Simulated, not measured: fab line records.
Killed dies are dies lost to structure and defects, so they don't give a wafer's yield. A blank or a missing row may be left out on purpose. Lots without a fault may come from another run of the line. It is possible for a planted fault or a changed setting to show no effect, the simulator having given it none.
Matching of chambers + flow n5 finfet + N5_BEOL_M3_ETCH_70 on rie diel-02 has 4 sister chambers
The step etches SOC in N2/H2, target depth 80 nm, overetch 16 nm, time 120 s. 8 wafers are shown with their chamber, then 10 later ones without.

== EACH WAFER AND ITS CHAMBER ==
| wafer  | chamber | drypump motor current A (A) | showerhead plenum p Torr (Torr) |
|--------|---------|-----------------------------|---------------------------------|
| L083.2 | 2       | 6.4                         | 2.54                            |
| L083.4 | 1       | 5.0                         | 2.60                            |
| L088.5 | 3       | 5.6                         | 2.36                            |
| L087.4 | 2       | 6.3                         | 2.53                            |
| L087.5 | 3       | 5.6                         | 2.36                            |
| L087.6 | 0       | 5.5                         | 2.40                            |
| L090.1 | 1       | 5.0                         | 2.59                            |
| L090.2 | 0       | 5.5                         | 2.40                            |

== WAFERS WHOSE CHAMBER IS MISSING ==
| wafer  | drypump motor current A (A) | showerhead plenum p Torr (Torr) |
|--------|-----------------------------|---------------------------------|
| L090.5 | 6.4                         | 2.53                            |
| L093.1 | 5.5                         | 2.40                            |
| L093.2 | 6.4                         | 2.53                            |
| L093.5 | 5.6                         | 2.36                            |
| L092.1 | 6.3                         | 2.53                            |
| L092.4 | 5.6                         | 2.36                            |
| L092.6 | 5.0                         | 2.59                            |
| L095.2 | 6.3                         | 2.53                            |
| L095.4 | 5.6                         | 2.36                            |
| L095.5 | 6.4                         | 2.53                            |

== EACH ONE'S CHAMBER ==
| wafer  | from the rows above | in truth |
|--------|---------------------|----------|
| L090.5 | 2                   | 2        |
| L093.1 | 0                   | 0        |
| L093.2 | 2                   | 2        |
| L093.5 | 3                   | 3        |
| L092.1 | 2                   | 2        |
| L092.4 | 3                   | 3        |
| L092.6 | 1                   | 1        |
| L095.2 | 2                   | 2        |
| L095.4 | 3                   | 3        |
| L095.5 | 2                   | 2        |
10 of 10 placed correctly. Can't be placed from these rows: 0. Number placed wrongly: 0.
How it was worked out, from the rows above alone: a wafer's distance from a chamber is the root of the sum, over the readings, of the square of ((its reading less the chamber's mean) divided by the reading's scatter). If the next closest chamber is less than 2 further off than the closest, the wafer can't be placed; otherwise it belongs to the closest. The mean given for a chamber averages the wafers shown for that chamber. The scatter: the root of (the sum of the squares of (reading less its chamber's mean) over the shown wafers, divided by (wafers less chambers)).
